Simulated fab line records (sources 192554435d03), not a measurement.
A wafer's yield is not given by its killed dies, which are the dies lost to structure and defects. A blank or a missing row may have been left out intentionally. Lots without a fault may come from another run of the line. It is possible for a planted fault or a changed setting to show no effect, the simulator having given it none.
Chamber matching ; flow n5_finfet ; 4 sister chambers for N5_BEOL_M12_VIA_ETCH_16 on rie_diel-03
The step etches SiOC in C4F8/O2/Ar, target depth 724.8 nm. 14 wafers are shown with their chamber, then 7 later ones without.

WAFERS WITH THEIR CHAMBER
wafer;chamber;drypump_motor_current_A (A);showerhead_plenum_p_Torr (Torr);rf_vpp_V (V)
L074.2;3;5.8;3.47;666
L074.3;3;5.8;3.47;667
L074.5;3;5.8;3.47;666
L075.1;1;4.8;3.32;663
L075.3;3;5.8;3.47;666
L075.5;2;5.7;3.26;660
L082.1;1;4.8;3.32;662
L082.3;0;6.3;3.49;667
L082.6;2;5.8;3.25;659
L085.1;3;5.8;3.46;666
L085.4;1;4.8;3.31;662
L085.5;2;5.8;3.25;660
L088.1;0;6.2;3.48;667
L088.2;3;5.8;3.45;666

SIGNATURES (averages over the wafers above)
reading;chamber 0;chamber 1;chamber 2;chamber 3;scatter within a chamber
drypump_motor_current_A;6.250;4.800;5.767;5.800;0.0342
showerhead_plenum_p_Torr;3.4850;3.3167;3.2533;3.4650;0.0073
rf_vpp_V;667.00;662.33;659.67;666.17;0.465
Rule: distance of a wafer from a chamber = root of the sum over the readings of ((wafer's reading minus chamber's mean) / reading's scatter) squared. If the next closest chamber is less than 2 further off than the closest, the wafer can't be placed; otherwise it belongs to the closest. The scatter is the square root of a quotient: the sum, over the shown wafers, of each reading's squared deviation from its chamber's mean, divided by wafers minus chambers.

WAFERS MISSING THEIR CHAMBER
wafer;drypump_motor_current_A (A);showerhead_plenum_p_Torr (Torr);rf_vpp_V (V)
L088.4;5.8;3.45;668
L093.4;4.9;3.31;662
L093.5;4.8;3.31;661
L093.6;6.3;3.48;667
L096.1;5.8;3.44;668
L096.2;5.7;3.64;671
L096.6;5.7;3.64;671

CHAMBER TAKEN BY EACH
wafer;from the rows above;in truth
L088.4;3;3
L093.4;1;1
L093.5;1;1
L093.6;0;0
L096.1;3;3
L096.2;can't be placed: 3 or 0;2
L096.6;can't be placed: 3 or 0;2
Placed correctly: 5 of 7. Not placeable from these rows: 2 (in 0, the candidates include the true chamber). Wrongly placed: 0.
